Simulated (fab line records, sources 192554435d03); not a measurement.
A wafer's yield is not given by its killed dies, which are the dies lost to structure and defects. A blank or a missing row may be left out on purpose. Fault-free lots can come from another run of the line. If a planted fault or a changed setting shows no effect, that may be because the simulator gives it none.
Split-lot study | flow n5Finfet | route with 1938 steps; 7 lots, 21 wafers read

== SPLIT DETAILS ==
At N5_BEOL_M14_EXPOSE_25 (exposes mask M14, target cd 280 nm), the setting doseMj was moved away from the recipe's 26.6 on 8 of the 21 wafers read, by -5.4% to +7.3%. The other wafers ran this setting at the recipe's value.

== FROM THE SPLIT TO THE READING: what the file shows between them, 3 steps ==
- N5_BEOL_M14_PEB_26: peb time 90 s
- N5_BEOL_M14_DEVELOP_27: develop time 45 s
- N5_BEOL_M14_HARDBAKE_32: time 120 s

== THE READING ==
cdNm (nm) at N5_BEOL_M14_CD_MEAS_28, where the cd target is 284.4 nm. Fault-free wafers of this fab line usually give 284.5 nm, standard deviation 1.5 nm.

wafer  | tool, chamber at the split | doseMj as run | against the recipe | cdNm, nm | against lot-mates on the recipe
L074.2 | krfScanner-01, 0           | 25.31         | -4.8%              | 275.6    | -10.2
L074.3 | krfScanner-01, 0           | 26.6          | recipe             | 285.5    | -
L074.4 | krfScanner-01, 0           | 26.6          | recipe             | 286.1    | -
L075.4 | krfScanner-01, 0           | 28.53         | +7.3%              | 293.9    | +8.6
L075.5 | krfScanner-01, 0           | 26.6          | recipe             | 285.3    | -
L075.6 | krfScanner-01, 0           | 28.53         | +7.3%              | 297.0    | +11.7
L078.1 | krfScanner-02, 0           | 25.17         | -5.4%              | 273.8    | -8.2
L078.2 | krfScanner-02, 0           | 26.6          | recipe             | 281.4    | -
L078.5 | krfScanner-02, 0           | 26.6          | recipe             | 282.6    | -
L080.2 | krfScanner-02, 0           | 26.6          | recipe             | 287.8    | -
L080.5 | krfScanner-02, 0           | 26.6          | recipe             | 285.7    | -
L080.6 | krfScanner-02, 0           | 27.86         | +4.7%              | 291.4    | +4.6
L086.2 | krfScanner-01, 0           | 26.6          | recipe             | 283.1    | -
L086.3 | krfScanner-01, 0           | 26.6          | recipe             | 282.7    | -
L086.5 | krfScanner-01, 0           | 26.6          | recipe             | 283.8    | -
L092.1 | krfScanner-02, 0           | 27.83         | +4.6%              | 291.3    | +7.8
L092.5 | krfScanner-02, 0           | 26.6          | recipe             | 282.7    | -
L092.6 | krfScanner-02, 0           | 26.6          | recipe             | 284.4    | -
L093.1 | krfScanner-01, 0           | 27.87         | +4.8%              | 294.3    | +8.5
L093.2 | krfScanner-01, 0           | 26.6          | recipe             | 285.8    | -
L093.6 | krfScanner-01, 0           | 27.87         | +4.8%              | 291.7    | +5.9

FIT RESULTS
A straight line over all 21 wafers: cdNm changes by +1.67 nm for each +1% of doseMj; r = +0.96; the points scatter about the line by 1.7 nm.
The same after taking each lot's own level away (the mean of its wafers on the recipe; 21 wafers): +1.52 nm for each +1%; r = +0.97; scatter 1.2 nm.
That fit puts the effect of the largest move of doseMj on the reading at 11 nm.
Measured against the standard deviation above, the lots' own levels, which go from 282.00 to 286.75 nm, span 3.2 times it.
Hence the slope depends on the lot-to-lot level, as the two fits are not the same.
Check: with one of the wafers moved furthest among these (+7.3%) left out of the fit, the line predicts +11.3 nm for it against its lot-mates. Against them it came out at +8.6 nm.

== OTHER SPLITS ON THESE WAFERS ==
Before the reading, these wafers also passed through other splits. Each is held against what the fit with the lots' levels taken away leaves over:
other split on the same wafers | wafers away from the commonest value | r with cdNm (lot level and that fit taken away)
N5_BEOL_M10_COAT_05 spinRpm    | 8                                    | +0.24
N5_BEOL_M10_EXPOSE_08 doseMj   | 6                                    | -0.16
N5_BEOL_M11_COAT_05 spinRpm    | 5                                    | -0.25
N5_BEOL_M11_ETCH_62 biasW      | 5                                    | -0.03
N5_BEOL_M12_PEB_08 pebTempC    | 7                                    | +0.48
N5_BEOL_M12_SPUTTER_44 timeS   | 2                                    | +0.07

== THE WHOLE CHAIN: every reading that the file lists as answering this split, in the file's order ==
step                   | what it does                                           | reading                                                        | change (the file's fit)              | r (the file's)
N5_BEOL_M14_CD_MEAS_28 | target cd 284.4 nm                                     | cdNm                                                           | +1.52 nm for each +1% of the setting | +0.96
N5_BEOL_M14_DESCUM_33  | chemistry O2, time 7.9 s                               | BEOL_M14.cdNm (the simulator's own value, which no gauge read) | +1.54 nm for each +1% of the setting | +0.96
N5_BEOL_M14_ETCH_67    | etches SiARC in CF4, target depth 143 nm, time 238.3 s | BEOL_M14.cdNm (the simulator's own value, which no gauge read) | +1.56 nm for each +1% of the setting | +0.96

== FILE'S OWN FIT ==
cdNm changes by +1.52 nm for each +1% of doseMj, r = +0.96.
